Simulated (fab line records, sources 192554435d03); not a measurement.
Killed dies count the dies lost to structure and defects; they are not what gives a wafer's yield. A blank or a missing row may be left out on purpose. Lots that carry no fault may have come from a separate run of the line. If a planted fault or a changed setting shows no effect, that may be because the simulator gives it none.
Split-lot trial / flow n5-finfet / 39 wafers read across 7 lots, on a route 1938 steps long

THE SPLIT ITSELF
At N5_BEOL_M5_DEP_56 (deposits SiCN from 3MS/NH3, target thk 8 nm, time 14 s), the setting target-thk-a was moved away from the recipe's 80 angstrom on 12 of the 39 wafers read, by -58.1% to +50.5%. This setting was run at the recipe's value on the other wafers.

The split's own step is where the reading is taken.

THE READING
SiCN_of_BEOL_M5_DEP_56.thk-nm (the simulator's own value, which no gauge read), in nm, at N5_BEOL_M5_DEP_56 (deposits SiCN from 3MS/NH3, target thk 8 nm, time 14 s). No usual value for it is given in the file. Across the 27 wafers here that went through the recipe, the average is 7.9 nm and the standard deviation 0.16 nm.

wafer=L081.1; tool, chamber at the split=pecvd-02, 0; target-thk-a as run, angstrom=80; against the recipe=recipe; SiCN_of_BEOL_M5_DEP_56.thk-nm, nm=7.8; against lot-mates on the recipe=-
wafer=L081.2; tool, chamber at the split=pecvd-02, 1; target-thk-a as run, angstrom=108.4; against the recipe=+35.5%; SiCN_of_BEOL_M5_DEP_56.thk-nm, nm=10.8; against lot-mates on the recipe=+2.8
wafer=L081.3; tool, chamber at the split=pecvd-02, 2,0; target-thk-a as run, angstrom=108.4; against the recipe=+35.5%; SiCN_of_BEOL_M5_DEP_56.thk-nm, nm=11; against lot-mates on the recipe=+3.0
wafer=L081.4; tool, chamber at the split=pecvd-02, 2,0; target-thk-a as run, angstrom=108.4; against the recipe=+35.5%; SiCN_of_BEOL_M5_DEP_56.thk-nm, nm=11; against lot-mates on the recipe=+3.0
wafer=L081.5; tool, chamber at the split=pecvd-02, 2; target-thk-a as run, angstrom=80; against the recipe=recipe; SiCN_of_BEOL_M5_DEP_56.thk-nm, nm=8.2; against lot-mates on the recipe=-
wafer=L081.6; tool, chamber at the split=pecvd-02, 1; target-thk-a as run, angstrom=80; against the recipe=recipe; SiCN_of_BEOL_M5_DEP_56.thk-nm, nm=8; against lot-mates on the recipe=-
wafer=L085.1; tool, chamber at the split=pecvd-02, 0; target-thk-a as run, angstrom=80; against the recipe=recipe; SiCN_of_BEOL_M5_DEP_56.thk-nm, nm=8; against lot-mates on the recipe=-
wafer=L085.4; tool, chamber at the split=pecvd-02, 0; target-thk-a as run, angstrom=80; against the recipe=recipe; SiCN_of_BEOL_M5_DEP_56.thk-nm, nm=8; against lot-mates on the recipe=-
wafer=L085.2; tool, chamber at the split=pecvd-02, 1; target-thk-a as run, angstrom=80; against the recipe=recipe; SiCN_of_BEOL_M5_DEP_56.thk-nm, nm=7.8; against lot-mates on the recipe=-
wafer=L089.1; tool, chamber at the split=pecvd-01, 1,0; target-thk-a as run, angstrom=120.4; against the recipe=+50.5%; SiCN_of_BEOL_M5_DEP_56.thk-nm, nm=12; against lot-mates on the recipe=+3.9
wafer=L089.5; tool, chamber at the split=pecvd-01, 1,0; target-thk-a as run, angstrom=120.4; against the recipe=+50.5%; SiCN_of_BEOL_M5_DEP_56.thk-nm, nm=12; against lot-mates on the recipe=+3.9
wafer=L089.2; tool, chamber at the split=pecvd-01, 0; target-thk-a as run, angstrom=80; against the recipe=recipe; SiCN_of_BEOL_M5_DEP_56.thk-nm, nm=7.8; against lot-mates on the recipe=-
wafer=L089.3; tool, chamber at the split=pecvd-01, 2; target-thk-a as run, angstrom=120.4; against the recipe=+50.5%; SiCN_of_BEOL_M5_DEP_56.thk-nm, nm=11.8; against lot-mates on the recipe=+3.7
wafer=L089.4; tool, chamber at the split=pecvd-01, 1,2; target-thk-a as run, angstrom=80; against the recipe=recipe; SiCN_of_BEOL_M5_DEP_56.thk-nm, nm=8.2; against lot-mates on the recipe=-
wafer=L089.6; tool, chamber at the split=pecvd-01, 1,2; target-thk-a as run, angstrom=80; against the recipe=recipe; SiCN_of_BEOL_M5_DEP_56.thk-nm, nm=8.2; against lot-mates on the recipe=-
wafer=L090.1; tool, chamber at the split=pecvd-02, 1,2; target-thk-a as run, angstrom=80; against the recipe=recipe; SiCN_of_BEOL_M5_DEP_56.thk-nm, nm=7.8; against lot-mates on the recipe=-
wafer=L090.3; tool, chamber at the split=pecvd-02, 1,2; target-thk-a as run, angstrom=80; against the recipe=recipe; SiCN_of_BEOL_M5_DEP_56.thk-nm, nm=7.8; against lot-mates on the recipe=-
wafer=L090.2; tool, chamber at the split=pecvd-02, 0,1; target-thk-a as run, angstrom=33.52; against the recipe=-58.1%; SiCN_of_BEOL_M5_DEP_56.thk-nm, nm=3.4; against lot-mates on the recipe=-4.5
wafer=L090.5; tool, chamber at the split=pecvd-02, 0,1; target-thk-a as run, angstrom=33.52; against the recipe=-58.1%; SiCN_of_BEOL_M5_DEP_56.thk-nm, nm=3.4; against lot-mates on the recipe=-4.5
wafer=L090.4; tool, chamber at the split=pecvd-02, 2; target-thk-a as run, angstrom=80; against the recipe=recipe; SiCN_of_BEOL_M5_DEP_56.thk-nm, nm=8; against lot-mates on the recipe=-
wafer=L090.6; tool, chamber at the split=pecvd-02, 0; target-thk-a as run, angstrom=33.52; against the recipe=-58.1%; SiCN_of_BEOL_M5_DEP_56.thk-nm, nm=3.2; against lot-mates on the recipe=-4.7
wafer=L091.1; tool, chamber at the split=pecvd-01, 0,1; target-thk-a as run, angstrom=80; against the recipe=recipe; SiCN_of_BEOL_M5_DEP_56.thk-nm, nm=7.8; against lot-mates on the recipe=-
wafer=L091.2; tool, chamber at the split=pecvd-01, 0,1; target-thk-a as run, angstrom=80; against the recipe=recipe; SiCN_of_BEOL_M5_DEP_56.thk-nm, nm=7.8; against lot-mates on the recipe=-
wafer=L091.3; tool, chamber at the split=pecvd-01, 2,1,0,2; target-thk-a as run, angstrom=80; against the recipe=recipe; SiCN_of_BEOL_M5_DEP_56.thk-nm, nm=8; against lot-mates on the recipe=-
wafer=L091.4; tool, chamber at the split=pecvd-01, 2,1,0,2; target-thk-a as run, angstrom=80; against the recipe=recipe; SiCN_of_BEOL_M5_DEP_56.thk-nm, nm=8; against lot-mates on the recipe=-
wafer=L091.5; tool, chamber at the split=pecvd-01, 2,1,0,2; target-thk-a as run, angstrom=80; against the recipe=recipe; SiCN_of_BEOL_M5_DEP_56.thk-nm, nm=8; against lot-mates on the recipe=-
wafer=L091.6; tool, chamber at the split=pecvd-01, 2,1,0,2; target-thk-a as run, angstrom=80; against the recipe=recipe; SiCN_of_BEOL_M5_DEP_56.thk-nm, nm=8; against lot-mates on the recipe=-
wafer=L095.1; tool, chamber at the split=pecvd-04, 1; target-thk-a as run, angstrom=101.8; against the recipe=+27.2%; SiCN_of_BEOL_M5_DEP_56.thk-nm, nm=10; against lot-mates on the recipe=+2.1
wafer=L095.6; tool, chamber at the split=pecvd-04, 1; target-thk-a as run, angstrom=101.8; against the recipe=+27.2%; SiCN_of_BEOL_M5_DEP_56.thk-nm, nm=10; against lot-mates on the recipe=+2.1
wafer=L095.2; tool, chamber at the split=pecvd-04, 2,0; target-thk-a as run, angstrom=80; against the recipe=recipe; SiCN_of_BEOL_M5_DEP_56.thk-nm, nm=7.8; against lot-mates on the recipe=-
wafer=L095.5; tool, chamber at the split=pecvd-04, 2,0; target-thk-a as run, angstrom=80; against the recipe=recipe; SiCN_of_BEOL_M5_DEP_56.thk-nm, nm=7.8; against lot-mates on the recipe=-
wafer=L095.3; tool, chamber at the split=pecvd-04, 0; target-thk-a as run, angstrom=101.8; against the recipe=+27.2%; SiCN_of_BEOL_M5_DEP_56.thk-nm, nm=9.8; against lot-mates on the recipe=+1.9
wafer=L095.4; tool, chamber at the split=pecvd-04, 2; target-thk-a as run, angstrom=80; against the recipe=recipe; SiCN_of_BEOL_M5_DEP_56.thk-nm, nm=8; against lot-mates on the recipe=-
wafer=L096.1; tool, chamber at the split=pecvd-01, 2,0; target-thk-a as run, angstrom=80; against the recipe=recipe; SiCN_of_BEOL_M5_DEP_56.thk-nm, nm=7.6; against lot-mates on the recipe=-
wafer=L096.3; tool, chamber at the split=pecvd-01, 2,0; target-thk-a as run, angstrom=80; against the recipe=recipe; SiCN_of_BEOL_M5_DEP_56.thk-nm, nm=7.6; against lot-mates on the recipe=-
wafer=L096.2; tool, chamber at the split=pecvd-01, 1,1,0; target-thk-a as run, angstrom=80; against the recipe=recipe; SiCN_of_BEOL_M5_DEP_56.thk-nm, nm=7.8; against lot-mates on the recipe=-
wafer=L096.5; tool, chamber at the split=pecvd-01, 1,1,0; target-thk-a as run, angstrom=80; against the recipe=recipe; SiCN_of_BEOL_M5_DEP_56.thk-nm, nm=7.8; against lot-mates on the recipe=-
wafer=L096.6; tool, chamber at the split=pecvd-01, 1,1,0; target-thk-a as run, angstrom=80; against the recipe=recipe; SiCN_of_BEOL_M5_DEP_56.thk-nm, nm=7.8; against lot-mates on the recipe=-
wafer=L096.4; tool, chamber at the split=pecvd-01, 2; target-thk-a as run, angstrom=80; against the recipe=recipe; SiCN_of_BEOL_M5_DEP_56.thk-nm, nm=8; against lot-mates on the recipe=-
Where a row lists several chambers, the file gives one row for several wafers and doesn't say which wafer went through which chamber.

THE FIT
A straight line over all 39 wafers: SiCN_of_BEOL_M5_DEP_56.thk-nm changes by +0.0796 nm for each +1% of target-thk-a; r = +1.00; the points scatter about the line by 0.16 nm.
The same after taking each lot's own level away (the mean of its wafers on the recipe; 39 wafers): +0.0781 nm for each +1%; r = +1.00; scatter 0.13 nm.
That fit puts the effect of the largest move of target-thk-a on the reading at 4.5 nm.
From 7.77 to 8.07 nm: that is the span of the lots' own levels, equal to 1.9 times the standard deviation above.
Hence the lot-to-lot level has little effect on the slope; both slopes agree.
Check: -4.55 nm against its lot-mates is what the line predicts for one of the wafers moved furthest among these (-58.1%) when that wafer is left out of the fit. It came out at -4.47 nm against them.

OTHER SPLITS ON THESE WAFERS
Note: prior to the reading, these wafers also went through further splits. Each is held against what the fit with the lots' levels taken away leaves over:
other split on the same wafers=N5_ZERO_LAYER_PECVD_02 time-s; wafers away from the commonest value=15; r with SiCN_of_BEOL_M5_DEP_56.thk-nm (lot level and that fit taken away)=+0.22
other split on the same wafers=N5_PMOS_HMC_CHANNEL_EPI_DEVELOP_08 develop-time-s; wafers away from the commonest value=15; r with SiCN_of_BEOL_M5_DEP_56.thk-nm (lot level and that fit taken away)=-0.09
other split on the same wafers=N5_SD_EPI_N_EPI_21 epi-growth-time-s; wafers away from the commonest value=12; r with SiCN_of_BEOL_M5_DEP_56.thk-nm (lot level and that fit taken away)=+0.01
other split on the same wafers=N5_MOL_CONTACT_COAG_ALD_133 ald-cycles; wafers away from the commonest value=15; r with SiCN_of_BEOL_M5_DEP_56.thk-nm (lot level and that fit taken away)=-0.33
other split on the same wafers=N5_BEOL_M2_ETCHBACK_99 time-s; wafers away from the commonest value=12; r with SiCN_of_BEOL_M5_DEP_56.thk-nm (lot level and that fit taken away)=-0.04
other split on the same wafers=N5_BEOL_M4_ILD_DEP_00 time-s; wafers away from the commonest value=12; r with SiCN_of_BEOL_M5_DEP_56.thk-nm (lot level and that fit taken away)=+0.28

FILE'S OWN FIT
SiCN_of_BEOL_M5_DEP_56.thk-nm changes by +0.0781 nm for each +1% of target-thk-a, r = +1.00.
